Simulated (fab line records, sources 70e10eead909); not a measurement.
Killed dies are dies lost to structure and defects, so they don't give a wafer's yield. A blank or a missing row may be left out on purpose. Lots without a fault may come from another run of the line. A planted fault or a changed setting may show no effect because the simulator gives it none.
fab line records | flow nand_harc
record lots=13 wafers=38 last_day=34
route steps=1302 shown A_CHANNEL_FILL_D1@513 A_DECK1_JOINT@530 A_ONON_D2@548 END@1302
lots that met no fault: from a run of the same line without faults
start_h: hours from the record's first day to the start of the lot's first wafer shown | wait_h: hours since the lot's step before | " the same as in the row above | L1.1+2: a row that stands for several wafers | - no value, or no start given | * or withheld: withheld | < > ~ a bound
route shown NAME@n: a module of which the file shows steps, and the number in the route of the first | usual: mean/standard deviation of fault-free wafers | same: alike in all rows | chamber/n: place in a boat | sites: the reading at each site | _std_site: their standard deviation | _edge_site: outer sites' mean less inner sites' | radius_mm: how far each site lies from the wafer's centre | mask NAME#n: copy n | behind: the tool/chamber that last shaped the wafer | hold: why the lot was held/for how many hours/how that ended | device: the transistor (n, p or np) that didn't switch | end of line: the same wafers' tests at the end of the route | a step without rows: its recipe alone | killed: dies lost to structure and defects at the first sort, not the wafer's yield | map: a wafer's dies, x killed, . not, _ none there
set.NAME: the setting as run; set.NAME@STEP: as run at that earlier step | model.NAME: the simulator's own value behind a step, which no gauge read
steps of the route over a sample of lots; a table a step, a row a wafer
services: from which hour (start_h, from the record's first day; less than 0 if before it) a tool's chamber was out of use, for how many hours, and why
## steps
# step NHARC_A_CHANNEL_FILL_D1_CMP_10
# recipe target_thk_nm=150
# usual motor_current_A=11.9/0.94 time_to_endpoint_s=15.0/2.7
# columns lot.wafer tool chamber start_h wait_h motor_current_A time_to_endpoint_s
L795.2 cmp-01 1 242.39 0.4 12.1 18.3
L795.6 " 1 " " 12.5 17.0
L795.5 " 2 " " 11.5 14.0
L796.1 cmp-02 1 266.01 0.4 12.9 14.8
L796.2 " 3 " " 12.5 12.4
L796.6 " 2 " " 12.0 13.3
L797.1 cmp-02 2 274.54 0.4 12.3 14.0
L797.3 " 1 " " 13.1 18.8
L797.5 " 2 " " 12.5 16.0
L802.1 cmp-02 1 327.49 0.4 12.5 19.5
L802.4 " 2 " " 12.5 13.7
L804.2 cmp-04 3 341.72 0.4 10.7 12.2
L804.4 " 0 " " 11.4 14.7
L804.5 " 3 " " 10.9 12.4
L808.1 cmp-02 1 378.05 0.4 12.9 16.6
L808.6 " 2 " " 11.2 17.9
L808.5 " 3 " " 12.5 16.3
L807.3 cmp-02 2 382.53 0.4 11.7 13.9
L807.4 " 0 " " 10.9 10.9
L807.1 " 1 " " 12.9 18.1
L810.4 cmp-01 2 394.35 0.4 12.0 14.7
L810.1 " 0 " " 12.6 16.9
L810.6 " 3 " " 10.6 19.0
L809.4 cmp-04 2 394.40 0.4 11.0 12.7
L809.1 " 3 " " 10.7 12.5
L809.5 " 1 " " 14.1 12.3
L812.2 cmp-04 0 413.90 0.4 11.3 9.3
L812.4 " 3 " " 10.9 10.1
L812.5 " 1 " " 13.1 13.7
L813.4 cmp-01 2 430.20 0.4 11.9 15.6
L813.5 " 1 " " 12.0 12.3
L813.6 " 2 " " 12.1 12.4
L815.1 cmp-01 1 455.15 0.4 12.4 12.9
L815.3 " 3 " " 10.9 14.8
L815.6 " 1 " " 12.1 13.2
L817.2 cmp-01 1 465.89 0.4 12.8 15.0
L817.3 " 3 " " 10.6 17.0
L817.5 " 1 " " 12.3 16.2
# step NHARC_A_CHANNEL_FILL_D1_INSPECT_13
# usual raw_defect_count=317/110
# columns lot.wafer tool chamber start_h wait_h raw_defect_count
L795.2 defect_inspect-01 - 242.80 0.0 176
L795.5 " - " " 201
L795.6 " - " " 233
L796.1 defect_inspect-02 - 266.42 0.0 187
L796.2 " - " " 307
L796.6 " - " " 360
L797.1 defect_inspect-02 - 274.95 0.0 457
L797.3 " - " " 353
L797.5 " - " " 318
L802.1 defect_inspect-02 - 327.85 0.0 423
L802.4 " - " " 351
L804.2 defect_inspect-01 - 342.13 0.0 287
L804.4 " - " " 332
L804.5 " - " " 158
L808.1 defect_inspect-01 - 378.39 0.0 333
L808.5 " - " " 409
L808.6 " - " " 293
L807.1 defect_inspect-02 - 382.94 0.0 316
L807.3 " - " " 285
L807.4 " - " " 302
L810.1 defect_inspect-01 - 394.76 0.0 352
L810.4 " - " " 145
L810.6 " - " " 359
L809.1 defect_inspect-02 - 394.79 0.0 315
L809.4 " - " " 285
L809.5 " - " " 262
L812.2 defect_inspect-02 - 414.32 0.0 306
L812.4 " - " " 379
L812.5 " - " " 197
L813.4 defect_inspect-02 - 430.59 0.0 422
L813.5 " - " " 776
L813.6 " - " " 337
L815.1 defect_inspect-02 - 455.54 0.0 222
L815.3 " - " " 556
L815.6 " - " " 190
L817.2 defect_inspect-02 - 466.28 0.0 246
L817.3 " - " " 314
L817.5 " - " " 358
# step NHARC_A_DECK1_JOINT_ETCHBACK_00
# recipe target_depth_a=300 time_s=17.4 hbr_flow_sccm=150 rf_w=350 icp_w=350 bias_w=60 chemistry=HBr
# usual bias_w=59.98/0.17 drypump_motor_current_A=5.8/0.45 oes_product_au=1.000/0.011 rf_fwd_power_W=342.2/1.3 throttle_valve_pct=23.266/0.0089
# same time_s=17.4
# columns lot.wafer tool chamber start_h wait_h bias_w drypump_motor_current_A oes_product_au rf_fwd_power_W rf_hours_counter_h throttle_valve_pct
L795.2 rie_si-05 0 253.70 0.1 59.66 5.2 0.973 341.5 0.7 23.274
L795.5 " 3 " " 59.87 5.6 0.990 342.4 - 23.266
L795.6 " 0 " " 59.91 5.2 0.987 341.0 - 23.254
L796.1 rie_si-04 2 277.44 0.1 59.91 5.6 1.005 342.7 0.8 23.270
L796.2 " 3 " " 59.89 6.2 1.008 342.1 0.7 23.264
L796.6 " 1 " " 59.79 5.9 0.977 341.6 - 23.267
L797.3 rie_si-04 0 285.58 0.1 59.77 6.5 0.991 343.5 0.8 23.254
L797.1 " 1 " " 59.88 5.9 0.983 343.7 0.8 23.269
L797.5 " 3 " " 59.79 6.3 1.009 343.1 - 23.275
L802.1 rie_si-04 2 338.59 0.1 59.87 5.6 0.845 342.3 1.1 23.249
L802.4 " 0 " " 59.96 6.4 0.832 343.3 1.1 23.274
L804.4 rie_si-04 2 353.70 0.1 59.94 5.6 0.841 343.4 0 23.258
L804.2 " 1 " " 60.01 5.9 1.005 340.8 0 23.277
L804.5 " 2 " " 59.73 5.6 1.001 343.9 - 23.259
L808.1 rie_si-03 2 389.18 0.1 60.12 5.0 1.005 345.0 0.9 23.250
L808.6 " 1 " " 60.32 5.7 1.006 340.4 - 23.260
L808.5 " 2 " " 60.02 5.0 1.002 344.4 - 23.257
L807.3 rie_si-05 1 393.84 0.1 59.90 5.2 1.011 339.6 0.5 23.268
L807.1 " 0 " " 60.08 5.2 1.003 340.8 0.5 23.266
L807.4 " 1 " " 59.88 5.2 1.015 341.3 - 23.269
L809.1 rie_si-04 2 405.31 0.1 60.04 5.6 0.985 342.7 0.3 23.272
L809.4 " 0 " " 59.97 6.5 0.982 343.7 0.4 23.265
L809.5 " 1 " " 60.15 6.0 1.010 341.4 - 23.282
L810.1 rie_si-05 0 405.32 0.1 60.16 5.2 0.999 341.9 0.6 23.252
L810.4 " 2 " " 60.09 6.2 1.018 342.5 0.6 23.249
L810.6 " 3 " " 60.10 5.6 1.009 340.5 - 23.263
L812.2 rie_si-04 1 424.97 0.1 60.00 6.0 1.002 342.1 0.5 23.275
L812.4 " 3 " " 60.12 6.2 0.999 343.5 - 23.256
L812.5 " 0 " " 59.88 6.5 0.986 341.9 - 23.273
L813.4 rie_si-03 1 441.74 0.1 59.51 5.8 0.998 341.7 0.2 23.262
L813.6 " 1 " " 59.68 5.7 1.007 342.1 - 23.264
L813.5 " 2 " " 60.10 5.1 0.992 344.5 - 23.259
L815.3 rie_si-04 1 466.79 0.1 59.84 6.0 1.023 340.8 0.9 23.277
L815.1 " 3 " " 59.75 6.2 1.003 342.6 0.8 23.268
L815.6 " 2 " " 60.31 5.6 1.003 342.1 - 23.261
L817.3 rie_si-04 3 480.55 0.1 60.48 6.2 1.008 343.6 0.9 23.279
L817.2 " 0 " " 59.88 6.5 0.989 342.1 1.0 23.270
L817.5 " 2 " " 60.06 5.6 0.999 343.3 - 23.275
# step NHARC_A_ONON_D2_THK_MEAS_05
# recipe thk_meas_gauge=ellipsometry
# usual thk_nm=996/10
# columns lot.wafer tool chamber start_h wait_h thk_nm
L795.2 film_metro-01 - 282.45 - 1002
L795.5 " - " " 1001
L795.6 " - " " 1001
L796.1 film_metro-02 - 302.75 - 1007
L796.2 " - " " 1006
L796.6 " - " " 1007
L797.1 film_metro-02 - 313.31 - 1012
L797.3 " - " " 1011
L797.5 " - " " 1012
L802.1 film_metro-02 - 362.78 - 987
L802.4 " - " " 987
L804.2 film_metro-01 - 383.76 - 1001
L804.4 " - " " 1002
L804.5 " - " " 1001
L808.1 film_metro-01 - 414.88 - 1001
L808.5 " - " " 1002
L808.6 " - " " 1003
L807.1 film_metro-02 - 414.92 - 982
L807.3 " - " " 983
L807.4 " - " " 983
L809.1 film_metro-02 - 429.55 - 1002
L809.4 " - " " 999
L809.5 " - " " 1000
L810.1 film_metro-01 - 429.64 - 981
L810.4 " - " " 981
L810.6 " - " " 980
L812.2 film_metro-01 - 447.49 - 980
L812.4 " - " " 981
L812.5 " - " " 980
L813.4 film_metro-01 - 467.86 - 991
L813.5 " - " " 989
L813.6 " - " " 988
L815.1 film_metro-01 - 489.62 - 1005
L815.3 " - " " 1005
L815.6 " - " " 1007
L817.2 film_metro-01 - 518.35 - 1009
L817.3 " - " " 1011
L817.5 " - " " 1008
# step NHARC_END_SORT_01
# recipe temp_c=25
# usual killed_at_array=59/20 killed_at_other=0.8/1.2 killed_at_periphery=3.5/2.2 killed_dies=63/20 killed_open=3.3/1.8 killed_short=2.6/1.7
# same gross_dies=677
# columns lot.wafer tool chamber start_h wait_h killed_at_array killed_at_other killed_at_periphery killed_dies killed_open killed_short
L808.1 prober-02 0 693.15 2.5 66 1 4 71 5 3
L808.5 prober-02 0 696.34 3.7 65 1 3 69 2 3
L808.6 prober-02 0 697.14 4.0 60 0 5 65 3 4
# killed by level:class
L808.1 A_SLIT:chamber_film_flake=27 A_CHANNEL_HOLE_D2:chamber_film_flake=19 A_CHANNEL_HOLE_D1:chamber_film_flake=5 A_CONTACT:chamber_film_flake=5 A_WL_FILL:chamber_film_flake=3 A_DECK1_JOINT:geometric_particle:short=2 A_BLC:geometric_particle:open=2 P_CONTACT:chamber_film_flake=2
L808.5 A_SLIT:chamber_film_flake=37 A_CHANNEL_HOLE_D2:chamber_film_flake=11 A_CHANNEL_HOLE_D1:chamber_film_flake=6 A_CONTACT:chamber_film_flake=5 P_M0:geometric_particle:open=2 A_ONON_D1:geometric_particle:short=2 A_WL_FILL:chamber_film_flake=2 A_WL_FILL:geometric_particle:short=1
L808.6 A_SLIT:chamber_film_flake=22 A_CHANNEL_HOLE_D2:chamber_film_flake=14 A_CONTACT:chamber_film_flake=7 A_CHANNEL_HOLE_D1:chamber_film_flake=6 A_WL_FILL:chamber_film_flake=3 P_GATE:chamber_film_flake=2 P_CONTACT:chamber_film_flake=2 P_CONTACT:geometric_particle:open=1
## services
# columns tool chamber start_h hours kind
rie_si-05 3 230.74 5.5 repair
cmp-02 - 232.50 4.0 pm
rie_si-05 1 245.32 2.1 repair
cmp-04 - 262.07 1.1 repair
cmp-02 - 267.61 1.1 repair
cmp-01 - 283.50 4.0 pm
rie_si-05 2 291.42 3.1 repair
cmp-01 - 301.11 0.6 repair
rie_si-05 - 305.00 9.0 pm
cmp-04 - 307.21 4.0 pm
rie_si-04 1 318.13 5.5 repair
cmp-02 - 330.50 4.0 pm
rie_si-04 - 342.00 9.0 pm
cmp-01 - 348.53 2.3 repair
cmp-01 - 352.04 4.2 repair
rie_si-05 - 357.82 0.8 repair
cmp-01 - 381.50 4.0 pm
rie_si-05 3 388.86 5.1 repair
cmp-04 - 405.21 4.0 pm
rie_si-04 2 418.75 12.4 repair
cmp-02 - 428.50 4.0 pm
cmp-01 - 432.68 2.5 repair
rie_si-04 - 455.52 0.2 repair
cmp-01 - 479.50 4.0 pm
## key
first_sign step=NHARC_A_DECK1_JOINT_ETCHBACK_00 reading=oes_product_au direction=down sigmas=15 usual=1.000 struck=0.839
effect none on later readings
met_at NHARC_A_DECK1_JOINT_ETCHBACK_00
struck_lots L802,L804
struck_wafers L802.1,L802.4,L804.4
tester_left_out L802,L804
not_acting_at NHARC_A_CHANNEL_FILL_D1_CMP_10,NHARC_A_CHANNEL_FILL_D1_INSPECT_13,NHARC_A_ONON_D2_THK_MEAS_05
onset_between 285.58 338.59
fault kind=process_parameter_drift tool=rie_si-04 chamber=- onset_h=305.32 steps=NHARC_A_DECK1_JOINT_ETCHBACK_00 channel=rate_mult offset=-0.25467 shape=step end_h=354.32 scope=struck_wafers_only
# tester_left_out: of these lots the tester's yield and bins aren't shown, on N5 and GAA mostly nor the transistor test; their killed dies are dies lost to structure and defects alone, not to doping, threshold or leakage, so they don't give the yield
